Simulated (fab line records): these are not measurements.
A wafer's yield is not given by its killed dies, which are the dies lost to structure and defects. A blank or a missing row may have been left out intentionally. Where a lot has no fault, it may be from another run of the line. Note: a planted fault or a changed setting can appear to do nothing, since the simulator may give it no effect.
Split-lot experiment + flow n5_finfet + 7 lots, 21 wafers read, on a route of 1938 steps

== SPLIT DETAILS ==
At N5_BEOL_M5_TRENCH_ETCH_37 (etches SiCOH lowk in C4F6/O2, target depth 71.652 nm, time 24.7 s), the setting bias_w was moved away from the recipe's 185 W on 6 of the 21 wafers read, by -11.3% to +17.1%. For the rest of the wafers, this setting stayed at what the recipe calls for.

The split's own step is where the reading is taken.

== THE READING ==
rf_vpp_V, in V, at N5_BEOL_M5_TRENCH_ETCH_37 (etches SiCOH lowk in C4F6/O2, target depth 71.652 nm, time 24.7 s). On this fab line, fault-free wafers typically give 665 V with a standard deviation of 11 V.

| wafer  | tool, chamber at the split | bias_w as run, W | against the recipe | rf_vpp_V, V | against lot-mates on the recipe |
|--------|----------------------------|------------------|--------------------|-------------|---------------------------------|
| L074.3 | rie_diel-03, 0             | 185              | recipe             | 692         | -                               |
| L074.5 | rie_diel-03, 1             | 185              | recipe             | 683         | -                               |
| L074.6 | rie_diel-03, 0             | 185              | recipe             | 691         | -                               |
| L076.1 | rie_diel-04, 0             | 185              | recipe             | 656         | -                               |
| L076.3 | rie_diel-04, 1             | 203.3            | +9.9%              | 727         | +60                             |
| L076.5 | rie_diel-04, 1             | 185              | recipe             | 678         | -                               |
| L080.1 | rie_diel-02, 0             | 164.1            | -11.3%             | 609         | -60                             |
| L080.3 | rie_diel-02, 3             | 164.1            | -11.3%             | 603         | -66                             |
| L080.4 | rie_diel-02, 0             | 185              | recipe             | 669         | -                               |
| L083.1 | rie_diel-04, 2             | 185              | recipe             | 652         | -                               |
| L083.4 | rie_diel-04, 0             | 185              | recipe             | 655         | -                               |
| L083.5 | rie_diel-04, 3             | 185              | recipe             | 655         | -                               |
| L087.1 | rie_diel-02, 3             | 185              | recipe             | 663         | -                               |
| L087.5 | rie_diel-02, 0             | 185              | recipe             | 671         | -                               |
| L087.6 | rie_diel-02, 1             | 185              | recipe             | 658         | -                               |
| L090.1 | rie_diel-03, 0             | 216.6            | +17.1%             | 782         | +99                             |
| L090.5 | rie_diel-03, 0             | 216.6            | +17.1%             | 783         | +100                            |
| L090.6 | rie_diel-03, 1             | 185              | recipe             | 683         | -                               |
| L093.2 | rie_diel-03, 3             | 197.6            | +6.8%              | 689         | +16                             |
| L093.4 | rie_diel-03, 1             | 185              | recipe             | 683         | -                               |
| L093.6 | rie_diel-03, 2             | 185              | recipe             | 664         | -                               |

FIT RESULTS
A straight line over all 21 wafers: rf_vpp_V changes by +6.08 V for each +1% of bias_w; r = +0.95; the points scatter about the line by 13 V.
The same after taking each lot's own level away (the mean of its wafers on the recipe; 21 wafers): +5.63 V for each +1%; r = +0.98; scatter 7.7 V.
On that fit, the largest move of bias_w shifts the reading by 96 V.
The lots' own levels span 654.0 to 688.7 V, that is 3.2 times the standard deviation above.
The two slopes are in agreement: the lot-to-lot level therefore moves the slope only a little.
Check: +94.2 V against its lot-mates is what the line predicts for one of the wafers moved furthest among these (+17.1%) when that wafer is left out of the fit. Against them it came out at +99 V.
Tool readings at the split's step, against how far the setting was moved: rf_vpp_V r = +0.95.

== THE OTHER SPLITS THESE WAFERS WENT THROUGH ==
Note: prior to the reading, these wafers also went through further splits. Each is held against what the fit with the lots' levels taken away leaves over:
| other split on the same wafers   | wafers away from the commonest value | r with rf_vpp_V (lot level and that fit taken away) |
|----------------------------------|--------------------------------------|-----------------------------------------------------|
| N5_BEOL_M2_TRENCH_ETCH_37 bias_w | 8                                    | -0.17                                               |
| N5_BEOL_M3_COAT_68 spin_rpm      | 9                                    | +0.01                                               |
| N5_BEOL_M3_EXPOSE_25 dose_mj     | 7                                    | -0.14                                               |
| N5_BEOL_M3_ETCH_77 h2_flow_sccm  | 8                                    | +0.12                                               |
| N5_BEOL_M4_COAT_67 spin_rpm      | 9                                    | -0.26                                               |
| N5_BEOL_M4_DESCUM_33 time_s      | 6                                    | +0.20                                               |

== FILE'S OWN FIT ==
rf_vpp_V changes by +5.49 V for each +1% of bias_w, r = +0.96.
